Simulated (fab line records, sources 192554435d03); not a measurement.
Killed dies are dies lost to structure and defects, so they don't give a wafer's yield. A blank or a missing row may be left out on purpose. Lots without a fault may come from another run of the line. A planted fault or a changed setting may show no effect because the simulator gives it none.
Which tool did it? | flow n5_finfet | 24 lots, 72 wafers sampled, at 3 steps of a route of 1938

WHAT THE GAUGES READ, wafer by wafer
N5_BEOL_M14_INSPECT_55: inspects for defects (darkfield).
lot  | measured     | on                | raw_defect_count
L075 | day 12 21:38 | defect_inspect-02 | 138 75 136
L074 | day 12 21:56 | defect_inspect-01 | 100 59 62
L077 | day 13 21:48 | defect_inspect-02 | 72 95 66
L078 | day 13 22:02 | defect_inspect-01 | 12 41 48
L079 | day 14 00:39 | defect_inspect-01 | 71 101 62
L076 | day 14 05:39 | defect_inspect-02 | 84 125 143
L082 | day 14 05:56 | defect_inspect-02 | 110 71 60
L081 | day 14 07:11 | defect_inspect-02 | 63 73 51
L080 | day 14 14:19 | defect_inspect-02 | 38 77 42
L083 | day 15 06:27 | defect_inspect-01 | 84 65 59
L084 | day 15 13:00 | defect_inspect-02 | 144 74 80
L085 | day 16 05:07 | defect_inspect-02 | 71 69 58
L086 | day 16 11:56 | defect_inspect-02 | 59 30 67
L087 | day 16 15:31 | defect_inspect-02 | 64 98 47
L088 | day 17 11:58 | defect_inspect-01 | 115 104 81
L089 | day 17 16:08 | defect_inspect-01 | 76 88 70
L094 | day 18 10:08 | defect_inspect-02 | 52 67 44
L090 | day 18 16:37 | defect_inspect-02 | 54 45 50
L091 | day 19 00:56 | defect_inspect-02 | 121 75 55
L093 | day 19 01:11 | defect_inspect-02 | 90 72 65
L092 | day 19 06:55 | defect_inspect-02 | 62 71 74
L097 | day 19 14:29 | defect_inspect-01 | 108 78 64
L095 | day 19 14:46 | defect_inspect-02 | 53 84 67
L096 | day 20 01:07 | defect_inspect-01 | 66 42 60

WHICH TOOL RAN EACH LOT (tool, then ch and the chambers of the sampled wafers, then the start)
lot  | N5_BEOL_M14_DEGAS_41         | N5_BEOL_M14_CMP_49
L075 | pvd_sputter-03, day 12 20:07 | cmp-01 ch 0,1,2, day 12 21:16
L074 | pvd_sputter-01, day 12 20:13 | cmp-01 ch 0,2,3, day 12 21:32
L077 | pvd_sputter-03, day 13 19:53 | cmp-04 ch 1,2, day 13 21:23
L078 | pvd_sputter-01, day 13 20:07 | cmp-04 ch 1,2, day 13 21:35
L079 | pvd_sputter-01, day 13 23:22 | cmp-04 ch 2,3, day 14 00:14
L076 | pvd_sputter-02, day 14 04:17 | cmp-01 ch 1,2, day 14 05:12
L082 | pvd_sputter-01, day 14 04:34 | cmp-03 ch 0,1,2, day 14 05:34
L081 | pvd_sputter-01, day 14 05:26 | cmp-04 ch 0,1,2, day 14 06:50
L080 | pvd_sputter-01, day 14 13:01 | cmp-03 ch 0,2,3, day 14 13:52
L083 | pvd_sputter-01, day 15 04:46 | cmp-01 ch 1,2, day 15 06:02
L084 | pvd_sputter-02, day 15 11:02 | cmp-03 ch 0,2,3, day 15 12:33
L085 | pvd_sputter-01, day 16 03:21 | cmp-04 ch 0,3, day 16 04:41
L086 | pvd_sputter-03, day 16 09:24 | cmp-01 ch 0,2, day 16 11:32
L087 | pvd_sputter-03, day 16 12:30 | cmp-01 ch 0,2,3, day 16 15:09
L088 | pvd_sputter-02, day 17 10:41 | cmp-04 ch 0,2,3, day 17 11:31
L089 | pvd_sputter-02, day 17 14:50 | cmp-03 ch 0,2, day 17 15:44
L094 | pvd_sputter-01, day 18 08:50 | cmp-01 ch 1,3, day 18 09:44
L090 | pvd_sputter-02, day 18 15:14 | cmp-01 ch 1,3, day 18 16:10
L091 | pvd_sputter-03, day 18 23:38 | cmp-04 ch 0,2,3, day 19 00:29
L093 | pvd_sputter-01, day 18 23:53 | cmp-03 ch 0,1,2, day 19 00:47
L092 | pvd_sputter-02, day 19 05:19 | cmp-01 ch 1,2,3, day 19 06:30
L097 | pvd_sputter-01, day 19 13:00 | cmp-03 ch 0,2,3, day 19 14:02
L095 | pvd_sputter-02, day 19 13:21 | cmp-01 ch 0,2,3, day 19 14:19
L096 | pvd_sputter-02, day 19 23:46 | cmp-03 ch 0,1, day 20 00:40
- N5_BEOL_M14_DEGAS_41: time 60 s.
- N5_BEOL_M14_CMP_49: polishes, stops on SiO2, t overpolish 5.2 s, target thk 560 nm.

WHAT THE TOOLS THEMSELVES READ (means of the sampled wafers that have a number; where no wafer has one, the mark that the record gives instead)
N5_BEOL_M14_DEGAS_41.
lot  | tool           | heater_power_w (W)
L075 | pvd_sputter-03 | 404
L074 | pvd_sputter-01 | 426
L077 | pvd_sputter-03 | 435
L078 | pvd_sputter-01 | 433
L079 | pvd_sputter-01 | 408
L076 | pvd_sputter-02 | 420
L082 | pvd_sputter-01 | 474
L081 | pvd_sputter-01 | 453
L080 | pvd_sputter-01 | 426
L083 | pvd_sputter-01 | 439
L084 | pvd_sputter-02 | 427
L085 | pvd_sputter-01 | 445
L086 | pvd_sputter-03 | 501
L087 | pvd_sputter-03 | 450
L088 | pvd_sputter-02 | 458
L089 | pvd_sputter-02 | 421
L094 | pvd_sputter-01 | 427
L090 | pvd_sputter-02 | 431
L091 | pvd_sputter-03 | 466
L093 | pvd_sputter-01 | 449
L092 | pvd_sputter-02 | 430
L097 | pvd_sputter-01 | 417
L095 | pvd_sputter-02 | 438
L096 | pvd_sputter-02 | 413

N5_BEOL_M14_CMP_49.
lot  | tool   | barrier_field_endpoint_s (s) | motor_current_A (A) | overpolish_run_s (s) | retaining_ring_pressure_frac | time_to_endpoint_s (s)
L075 | cmp-01 | 11.23                        | 8.4                 | 5.201                | 1.001                        | 120
L074 | cmp-01 | 11.08                        | 7.9                 | 5.202                | 1.005                        | 117
L077 | cmp-04 | 11.17                        | 8.4                 | 5.204                | 0.998                        | 113
L078 | cmp-04 | 11.25                        | 8.2                 | 5.198                | 1.004                        | 119
L079 | cmp-04 | 11.25                        | 9.2                 | 5.206                | 0.996                        | 121
L076 | cmp-01 | 11.35                        | 8.0                 | 5.196                | 1.003                        | 120
L082 | cmp-03 | 11.36                        | 8.0                 | 5.200                | 1.003                        | 123
L081 | cmp-04 | 11.05                        | 8.2                 | 5.204                | 0.998                        | 117
L080 | cmp-03 | 11.72                        | 8.0                 | 5.202                | 1.005                        | 125
L083 | cmp-01 | 11.35                        | 7.8                 | 5.209                | 1.001                        | 121
L084 | cmp-03 | 11.57                        | 7.9                 | 5.205                | 0.997                        | 124
L085 | cmp-04 | 11.07                        | 8.7                 | 5.191                | 1.001                        | 119
L086 | cmp-01 | 11.45                        | 7.9                 | 5.202                | 1.000                        | 123
L087 | cmp-01 | 11.16                        | 7.9                 | 5.202                | 0.996                        | 118
L088 | cmp-04 | 11.33                        | 8.4                 | 5.188                | 1.003                        | 122
L089 | cmp-03 | 11.22                        | 8.0                 | 5.201                | 1.003                        | 117
L094 | cmp-01 | 11.31                        | 8.1                 | 5.198                | 0.996                        | 119
L090 | cmp-01 | 11.58                        | 7.9                 | 5.208                | 0.998                        | 121
L091 | cmp-04 | 11.34                        | 8.7                 | 5.202                | 1.000                        | 118
L093 | cmp-03 | 10.85                        | 8.1                 | 5.202                | 1.000                        | 114
L092 | cmp-01 | 11.51                        | 8.0                 | 5.193                | 1.003                        | 124
L097 | cmp-03 | 11.00                        | 7.7                 | 5.202                | 1.000                        | 115
L095 | cmp-01 | 11.31                        | 8.0                 | 5.207                | 0.997                        | 121
L096 | cmp-03 | 11.13                        | 8.6                 | 5.202                | 0.995                        | 121

THE ANSWER, worked out from the rows above alone
Rule: what is usual is taken from the lots themselves. Put in order of their means at a reading, lots are off if they are a third of the lots or fewer, leave a main group of 4 or more, and stand apart from it by a gap of 3 or more times the standard deviation of the main group's means; of several such gaps the widest counts. A main group whose means are all the same, to the digits that the tables above print for the reading, isn't used. A lot without any number at a reading at which 4 lots or more have one is off too. The other lots that the step has rows for count as sound. The gauges are gone through in route order, then the tools' own readings, and for those a lot's mean is taken as printed above. The first step at which some lot is off is used, and at that step the reading that is off furthest; a lot without a number counts as furthest.
No lot is off at any reading shown: from this, nothing can be told.

WHAT THE SIMULATOR HAD PUT IN
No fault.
